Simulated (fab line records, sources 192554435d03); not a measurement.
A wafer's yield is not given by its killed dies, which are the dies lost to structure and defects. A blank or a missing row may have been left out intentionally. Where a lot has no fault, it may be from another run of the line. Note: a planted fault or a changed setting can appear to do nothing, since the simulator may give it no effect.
Which tool did it? + flow n5 finfet + Sampling: 15 lots, 43 wafers, 6 of 1938 route steps

WHAT THE GAUGES READ, wafer by wafer
N5_BEOL_M6_THK_MEAS_01. Usual: M6_ILD_THK gives 156.1 nm (standard deviation 2).
| lot  | measured     | on            | M6_ILD_THK (nm)   | flag |
|------|--------------|---------------|-------------------|------|
| L222 | day 9 05:13  | film metro-01 | 152.6 156.1 156.6 |      |
| L223 | day 9 13:17  | film metro-01 | 151.9 155.5 156.2 |      |
| L225 | day 9 14:09  | film metro-02 | 151.1 154.3 159.3 |      |
| L226 | day 9 22:50  | film metro-01 | 155.8 155.6 155.7 |      |
| L227 | day 10 01:02 | film metro-02 | 157.4 155.9 160.0 |      |
| L228 | day 10 13:33 | film metro-01 | 152.5 154.6 154.2 |      |
| L235 | day 12 08:32 | film metro-01 | 154.6 156.6 158.4 |      |
| L233 | day 12 11:14 | film metro-01 | 156.1 157.2 159.6 |      |
| L236 | day 12 16:29 | film metro-01 | 155.9 153.7 156.0 |      |
| L239 | day 12 21:28 | film metro-01 | 154.1 155.9       |      |
| L237 | day 12 21:44 | film metro-01 | 154.1 158.0 159.1 |      |
| L240 | day 13 14:47 | film metro-02 | 158.6 157.6       |      |
| L241 | day 14 06:07 | film metro-01 | 154.7 155.7 158.6 |      |
| L243 | day 14 09:56 | film metro-01 | 155.2 156.8 158.6 |      |
| L244 | day 14 14:10 | film metro-02 | 153.6 155.0 157.3 |      |

N5_BEOL_M6_CD_MEAS_18: pitch 80 nm, target cd 40 nm. Usual: cd nm 40.0 nm, standard deviation 0.55.
| lot  | measured     | on        | cd nm (nm)     | flag |
|------|--------------|-----------|----------------|------|
| L222 | day 9 07:57  | cd sem-03 | 40.8 40.7 39.7 |      |
| L223 | day 9 14:32  | cd sem-03 | - - -          | OFF  |
| L225 | day 9 16:20  | cd sem-01 | - - -          | OFF  |
| L226 | day 10 02:01 | cd sem-02 | - - -          | OFF  |
| L227 | day 10 02:35 | cd sem-03 | 40.3 39.7 39.8 |      |
| L228 | day 10 15:00 | cd sem-03 | 39.9 40.7 40.0 |      |
| L235 | day 12 10:29 | cd sem-03 | 40.1 39.5 39.4 |      |
| L233 | day 12 12:35 | cd sem-01 | 39.5 39.6 40.2 |      |
| L236 | day 12 19:09 | cd sem-01 | 38.6 39.0 40.0 |      |
| L239 | day 12 23:58 | cd sem-03 | 39.7 40.1      |      |
| L237 | day 13 00:13 | cd sem-02 | 40.1 40.6 40.6 |      |
| L240 | day 13 17:06 | cd sem-03 | 39.5 39.8      |      |
| L241 | day 14 08:56 | cd sem-02 | 40.1 39.7 39.9 |      |
| L243 | day 14 13:17 | cd sem-01 | 39.8 40.0 39.1 |      |
| L244 | day 14 15:43 | cd sem-01 | 39.9 40.2 40.3 |      |

EACH LOT AND THE TOOL THAT RAN IT (in order: tool; ch and the chambers of the sampled wafers; start)
| lot  | N5_BEOL_M5_ANNEAL_51             | N5_BEOL_M5_CMP_52             | N5_BEOL_M6_ETCH_62                 | N5_BEOL_M6_HM_OPEN_17             |
|------|----------------------------------|-------------------------------|------------------------------------|-----------------------------------|
| L222 | rtp anneal-02 ch 0, day 9 03:41  | cmp-02 ch 0,1, day 9 03:59    | rie diel-01 ch 0,2,3, day 9 07:35  | rie metal-02 ch 0, day 9 07:46    |
| L223 | rtp anneal-01 ch 0, day 9 11:22  | cmp-04 ch 0,2,3, day 9 11:35  | rie diel-02 ch 2,3, day 9 14:03    | rie metal-03 ch 0,1, day 9 14:16  |
| L225 | rtp anneal-01 ch 0, day 9 12:31  | cmp-01 ch 2,3, day 9 12:49    | rie diel-06 ch 0,2, day 9 15:58    | rie metal-02 ch 0,1, day 9 16:09  |
| L226 | rtp anneal-02 ch 0, day 9 21:10  | cmp-04 ch 0,1,3, day 9 21:32  | rie diel-06 ch 1,2, day 10 01:36   | rie metal-02 ch 0,1, day 10 01:47 |
| L227 | rtp anneal-01 ch 0, day 9 23:35  | cmp-04 ch 0,2,3, day 9 23:49  | rie diel-02 ch 0,1,2, day 10 02:13 | rie metal-02 ch 0,1, day 10 02:25 |
| L228 | rtp anneal-01 ch 0, day 10 12:04 | cmp-02 ch 1,2,3, day 10 12:19 | rie diel-01 ch 1,2,3, day 10 14:38 | rie metal-01 ch 0,1, day 10 14:49 |
| L235 | rtp anneal-02 ch 0, day 12 07:02 | cmp-02 ch 1,2, day 12 07:23   | rie diel-01 ch 1,2,3, day 12 09:58 | rie metal-03 ch 0,1, day 12 10:09 |
| L233 | rtp anneal-02 ch 0, day 12 09:35 | cmp-02 ch 0,1,2, day 12 10:02 | rie diel-02 ch 0,2, day 12 12:13   | rie metal-02 ch 0,1, day 12 12:24 |
| L236 | rtp anneal-01 ch 0, day 12 15:00 | cmp-02 ch 0,2,3, day 12 15:18 | rie diel-06 ch 1,2,3, day 12 18:47 | rie metal-03 ch 0,1, day 12 18:58 |
| L239 | rtp anneal-01 ch 0, day 12 20:01 | cmp-01 ch 0,1, day 12 20:20   | rie diel-06 ch 2,3, day 12 23:35   | rie metal-01 ch 1, day 12 23:46   |
| L237 | rtp anneal-01 ch 0, day 12 20:14 | cmp-02 ch 0,2, day 12 20:32   | rie diel-06 ch 0,2,3, day 12 23:50 | rie metal-01 ch 0,1, day 13 00:02 |
| L240 | rtp anneal-01 ch 0, day 13 13:28 | cmp-01 ch 0,3, day 13 13:44   | rie diel-06 ch 0,2, day 13 16:47   | rie metal-03 ch 0,1, day 13 16:58 |
| L241 | rtp anneal-02 ch 0, day 14 04:40 | cmp-04 ch 0,2,3, day 14 04:58 | rie diel-02 ch 0,1,2, day 14 08:32 | rie metal-01 ch 0,1, day 14 08:44 |
| L243 | rtp anneal-02 ch 0, day 14 08:31 | cmp-02 ch 1,3, day 14 08:45   | rie diel-02 ch 1,2,3, day 14 12:54 | rie metal-01 ch 0,1, day 14 13:07 |
| L244 | rtp anneal-02 ch 0, day 14 12:19 | cmp-02 ch 0,1,2, day 14 12:37 | rie diel-02 ch 0,1, day 14 15:22   | rie metal-02 ch 0,1, day 14 15:32 |
- N5_BEOL_M5_ANNEAL_51: time 90 s.
- N5_BEOL_M5_CMP_52: polishes, stops on SiCOH lowk, t overpolish 6.9 s, target thk 62 nm.
- N5_BEOL_M6_ETCH_62: etches SOC in N2/H2, target depth 110 nm, overetch 22 nm, time 165 s.
- N5_BEOL_M6_HM_OPEN_17: chemistry Cl2/BCl3, target TiN, target depth 20 nm, overetch 6 nm.

AS READ BY THE TOOLS THEMSELVES (means over the sampled wafers that have a number; for cases with no such wafer, the mark the record gives instead)
N5_BEOL_M5_ANNEAL_51. Usual: wafer_temp_C_max 225.56, standard deviation 0.19.
| lot  | tool          | wafer_temp_C_max | flag |
|------|---------------|------------------|------|
| L222 | rtp anneal-02 | 225.37           |      |
| L223 | rtp anneal-01 | 225.65           |      |
| L225 | rtp anneal-01 | 225.57           |      |
| L226 | rtp anneal-02 | 225.69           |      |
| L227 | rtp anneal-01 | 225.68           |      |
| L228 | rtp anneal-01 | 225.45           |      |
| L235 | rtp anneal-02 | 225.43           |      |
| L233 | rtp anneal-02 | 225.39           |      |
| L236 | rtp anneal-01 | 225.83           |      |
| L239 | rtp anneal-01 | 225.44           |      |
| L237 | rtp anneal-01 | 225.50           |      |
| L240 | rtp anneal-01 | 225.37           |      |
| L241 | rtp anneal-02 | 225.70           |      |
| L243 | rtp anneal-02 | 225.77           |      |
| L244 | rtp anneal-02 | 225.68           |      |

N5_BEOL_M5_CMP_52. Usual: barrier field endpoint s 24.5 s, standard deviation 0.74; motor current A 6.1 A, standard deviation 0.49; overpolish run s 6.900 s, standard deviation 0.0084; time to endpoint s 62.0 s, standard deviation 3.
| lot  | tool   | barrier field endpoint s (s) | motor current A (A) | overpolish run s (s) | time to endpoint s (s) | flag |
|------|--------|------------------------------|---------------------|----------------------|------------------------|------|
| L222 | cmp-02 | 23.7                         | 6.5                 | 6.904                | 60.4                   |      |
| L223 | cmp-04 | 24.3                         | 6.2                 | 6.900                | 57.8                   |      |
| L225 | cmp-01 | 25.0                         | 5.6                 | 6.897                | 64.1                   |      |
| L226 | cmp-04 | 23.8                         | 6.4                 | 6.900                | 60.2                   |      |
| L227 | cmp-04 | 24.4                         | 6.1                 | 6.902                | 61.2                   |      |
| L228 | cmp-02 | 24.7                         | 6.2                 | 6.898                | 61.8                   |      |
| L235 | cmp-02 | 24.7                         | 5.8                 | 6.903                | 61.9                   |      |
| L233 | cmp-02 | 24.2                         | 6.5                 | 6.903                | 62.1                   |      |
| L236 | cmp-02 | 24.1                         | 6.1                 | 6.893                | 61.3                   |      |
| L239 | cmp-01 | 24.6                         | 6.0                 | 6.902                | 64.0                   |      |
| L237 | cmp-02 | 25.4                         | 5.8                 | 6.905                | 62.6                   |      |
| L240 | cmp-01 | 26.2                         | 6.0                 | 6.897                | 65.2                   |      |
| L241 | cmp-04 | 24.1                         | 6.2                 | 6.899                | 59.7                   |      |
| L243 | cmp-02 | 24.8                         | 6.4                 | 6.904                | 63.2                   |      |
| L244 | cmp-02 | 24.9                         | 6.1                 | 6.891                | 59.8                   |      |

N5_BEOL_M6_ETCH_62. Usual: bias w is 150.0 W with standard deviation 0.41, chamber pressure mTorr is 29.996 mTorr with standard deviation 0.029, drypump motor current A is 5.9 A with standard deviation 0.38, oes product au is 0.70 a.u. with standard deviation 0.061, rf vpp V is 524.4 V with standard deviation 2.1, showerhead plenum p Torr is 2.56 Torr with standard deviation 0.067, and throttle valve pct is 17.81 % with standard deviation 0.23.
| lot  | tool        | bias w (W) | chamber pressure mTorr (mTorr) | drypump motor current A (A) | oes product au (a.u.) | rf vpp V (V) | showerhead plenum p Torr (Torr) | throttle valve pct (%) | flag |
|------|-------------|------------|--------------------------------|-----------------------------|-----------------------|--------------|---------------------------------|------------------------|------|
| L222 | rie diel-01 | 150.2      | 29.969                         | 5.7                         | 0.69                  | 527.0        | 2.66                            | 17.83                  |      |
| L223 | rie diel-02 | -          | -                              | -                           | -                     | -            | -                               | -                      | OFF  |
| L225 | rie diel-06 | -          | -                              | -                           | -                     | -            | -                               | -                      | OFF  |
| L226 | rie diel-06 | -          | -                              | -                           | -                     | -            | -                               | -                      | OFF  |
| L227 | rie diel-02 | 150.1      | 30.023                         | 5.9                         | 0.68                  | 525.5        | 2.58                            | 17.65                  |      |
| L228 | rie diel-01 | 149.9      | 30.008                         | 5.7                         | 0.69                  | 525.5        | 2.59                            | 17.81                  |      |
| L235 | rie diel-01 | 149.9      | 30.003                         | 5.8                         | 0.77                  | 525.2        | 2.58                            | 17.70                  |      |
| L233 | rie diel-02 | 149.9      | 30.019                         | 6.1                         | 0.70                  | 524.3        | 2.57                            | 17.48                  |      |
| L236 | rie diel-06 | 149.4      | 29.989                         | 5.8                         | 0.66                  | 523.8        | 2.51                            | 18.00                  |      |
| L239 | rie diel-06 | 149.3      | 30.018                         | 5.6                         | 0.63                  | 521.7        | 2.48                            | 18.05                  |      |
| L237 | rie diel-06 | 150.2      | 30.010                         | 5.8                         | 0.66                  | 522.2        | 2.48                            | 18.06                  |      |
| L240 | rie diel-06 | 150.4      | 30.005                         | 6.0                         | 0.70                  | 522.1        | 2.47                            | 18.00                  |      |
| L241 | rie diel-02 | 149.8      | 29.984                         | 5.9                         | 0.74                  | 524.8        | 2.57                            | 17.59                  |      |
| L243 | rie diel-02 | 150.0      | 30.017                         | 5.8                         | 0.74                  | 524.0        | 2.57                            | 17.57                  |      |
| L244 | rie diel-02 | 150.1      | 30.015                         | 5.8                         | 0.72                  | 524.4        | 2.57                            | 17.69                  |      |

N5_BEOL_M6_HM_OPEN_17. Usual: drypump motor current A 5.78 A, standard deviation 0.22; oes product au 0.66 a.u., standard deviation 0.048; throttle valve pct 22.10 %, standard deviation 0.25.
| lot  | tool         | drypump motor current A (A) | oes product au (a.u.) | throttle valve pct (%) | flag |
|------|--------------|-----------------------------|-----------------------|------------------------|------|
| L222 | rie metal-02 | 5.64                        | 0.66                  | 22.03                  |      |
| L223 | rie metal-03 | 6.03                        | 0.30                  | 22.72                  | OFF  |
| L225 | rie metal-02 | 5.58                        | 0.29                  | 22.66                  | OFF  |
| L226 | rie metal-02 | 5.57                        | 0.29                  | 22.66                  | OFF  |
| L227 | rie metal-02 | 5.57                        | 0.66                  | 22.01                  |      |
| L228 | rie metal-01 | 5.82                        | 0.65                  | 22.04                  |      |
| L235 | rie metal-03 | 6.03                        | 0.67                  | 22.06                  |      |
| L233 | rie metal-02 | 5.58                        | 0.64                  | 22.03                  |      |
| L236 | rie metal-03 | 6.04                        | 0.71                  | 22.27                  |      |
| L239 | rie metal-01 | 5.83                        | 0.65                  | 22.51                  |      |
| L237 | rie metal-01 | 5.81                        | 0.64                  | 22.06                  |      |
| L240 | rie metal-03 | 6.04                        | 0.67                  | 22.20                  |      |
| L241 | rie metal-01 | 5.82                        | 0.64                  | 22.05                  |      |
| L243 | rie metal-01 | 5.81                        | 0.64                  | 22.05                  |      |
| L244 | rie metal-02 | 5.51                        | 0.63                  | 22.02                  |      |

THE ANSWER, worked out from the rows above alone
Rule: take the mean of a lot's wafers that have a number; if it is more than 3 standard deviations from the usual mean, the lot is off. Also off: a lot with no number at a reading for which 4 or more lots have one. All remaining lots with rows at the step are treated as sound. First the gauges in route order, then the tools' own readings, where a lot's mean is used as printed above. The first step at which some lot is off is used, and at that step the reading that is off furthest; a lot without a number counts as furthest.
Off at N5_BEOL_M6_CD_MEAS_18 (cd nm): L223, L225, L226. Without a number there: L223, L225, L226.
A tool fits if, at a process step before that reading, it ran every lot that is off, and no sound lot after the first of them. The gauges at N5_BEOL_M6_CD_MEAS_18 aren't tried: what is off there is off at N5_BEOL_M6_ETCH_62 too, on other tools, and a gauge's error can't cause that. Not one of the candidates tried fits.

WHAT THE SIMULATOR HAD INSERTED
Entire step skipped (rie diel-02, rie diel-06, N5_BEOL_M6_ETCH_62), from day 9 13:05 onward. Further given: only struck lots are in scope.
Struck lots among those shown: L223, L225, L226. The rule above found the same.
